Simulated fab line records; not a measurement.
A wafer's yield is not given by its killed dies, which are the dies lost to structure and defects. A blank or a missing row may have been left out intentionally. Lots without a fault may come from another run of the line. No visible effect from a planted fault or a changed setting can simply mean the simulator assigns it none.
A struck lot beside a sound one :: flow n5-finfet :: 15 out of 1938 route steps
Sound: wafers L479.1, L479.3, L479.6. Struck: wafer L486.1. (L486.5, L486.6 of the same lot were not struck and are left out.) The cause comes at the end.
For every step that has rows: the tool of each side, followed by ch and its chambers, followed by its first start. Under that, the readings that differ: sound wafers :: struck wafers :: difference of the means :: sigmas: that difference in standard deviations of wafers without a fault.
alike: same words and numbers on both sides, and readings whose means sit less than 2 such deviations apart. not compared: any withheld reading, any reading some wafer has no value for, any bound like >300 that may hide the same value, and any number with overlapping values for which the record gives no deviation.
The two part at a step that has a row with sigmas, a row that says differs or no value, or rows on one side only. Non-overlapping numbers with no deviation appear without sigmas and do not part them. A reading that every wafer of one side lacks parts them only if that side has two wafers or more.

N5_BEOL_M9_CMP_52: polishes, stops on SiCOH lowk, t overpolish 7 s, target thk 140 nm.
  sound on cmp-04 ch 0,1,2, day 11 22:48; struck on cmp-02 ch 1, day 13 22:38
  alike: barrier-field-endpoint-s, motor-current-A, overpolish-run-s, time-to-endpoint-s
N5_BEOL_M9_THK_MEAS_53: measures by xrf.
  sound on film-metro-02, day 11 23:01; struck on film-metro-02, day 13 22:52
  alike: M9_THK
then, 1 step without rows for these wafers: N5_BEOL_M9_PRE_CLEAN_55 (time 15 s).
N5_BEOL_M9_DEP_56: deposits SiCN from 3MS/NH3, target thk 15 nm, time 26.5 s.
  sound on pecvd-02 ch 0,2, day 11 23:05; struck on pecvd-03 ch 2, day 13 22:55
  alike: showerhead-plenum-p-Torr, throttle-valve-pct
N5_BEOL_M9_RS_MEAS_57: a four-point-probe measurement.
  sound on film-metro-01, day 11 23:10; struck on film-metro-01, day 13 22:59
  alike: M9_RS
N5_BEOL_M9_INSPECT_58: inspects for defects (darkfield).
  sound on defect-inspect-01, day 11 23:11; struck on defect-inspect-02, day 13 23:01
  alike: raw-defect-count
N5_BEOL_M10_ILD_DEP_00: deposits SiCOH lowk from DEMS/porogen, target thk 308.51 nm, time 58 s.
  sound on pecvd-04 ch 1,2, day 11 23:13; struck on pecvd-02 ch 0, day 13 23:04
  alike: heater-power-w, showerhead-plenum-p-Torr, throttle-valve-pct
then, 1 step without rows for these wafers: N5_BEOL_M10_CURE_71 (cures SiCOH lowk, time 240 s).
N5_BEOL_M10_THK_MEAS_01:
  sound on film-metro-01, day 12 00:30; struck on film-metro-01, day 13 23:39
  alike: M10_ILD_THK
N5_BEOL_M10_PECVD_70: deposits SiO2 from TEOS/O2, target thk 20 nm, time 22.7 s.
  sound on pecvd-01 ch 0,1, day 12 00:32; struck on pecvd-02 ch 0, day 13 23:41
reading: heater-power-w (W)
sound: 559 573 748
struck: 755
difference: +128
sigmas: +2
  alike: showerhead-plenum-p-Torr, throttle-valve-pct
N5_BEOL_M10_HM_DEP_02: deposits TiN, target thk 20 nm.
  sound on pvd-sputter-02, day 12 01:07; struck on pvd-sputter-02, day 14 00:07
  alike: chamber-pressure-pa, throttle-valve-pct
then, 1 step without rows for these wafers: N5_BEOL_M10_COAT_59 (time 60 s, resist thk 100 nm).
N5_BEOL_M10_COAT_60: time 60 s, resist thk 30 nm.
  sound on litho-track-03 ch 0, day 12 01:15; struck on litho-track-02 ch 0, day 14 00:15
reading: heater-power-total-W (W)
sound: 430.3 430.7 427.0
struck: 560.6
difference: +131.3
sigmas: +60

reading: run-length-s (s)
sound: 66.25 66.34 66.31
struck: 45.06
difference: -21.24
sigmas: -99 or more
  not compared: plate-temp-C
then, 1 step without rows for these wafers: N5_BEOL_M10_COAT_05 (resist thk 90 nm).
-- the record jumps here: 2 days lie between the struck wafers' starts before and after (it left off in module BEOL_M10 and takes up again in module PASSIVATION, whose first step shown is number 1936 of the route) --
N5_PASSIVATION_PROBE_49:
  sound on prober-02, day 14 05:04; struck on prober-01, day 16 07:53
reading: killed-at-other
sound: 1 1 4
struck: 10
difference: +8
sigmas: +2
  alike: defect-limited-yield, killed_at_M0_to_M3, killed_at_M4_up, killed-at-contacts, killed-at-front-end, killed-dies, killed-open, killed-short, sort_bin_5_function, sort_bin_6_memory, sort_bin_8_speed, sort-n-pass

## WHERE THEY PART
Last at N5_PASSIVATION_PROBE_49 as far as this record goes, first at N5_BEOL_M10_PECVD_70.

WHY: the cause the simulator had injected
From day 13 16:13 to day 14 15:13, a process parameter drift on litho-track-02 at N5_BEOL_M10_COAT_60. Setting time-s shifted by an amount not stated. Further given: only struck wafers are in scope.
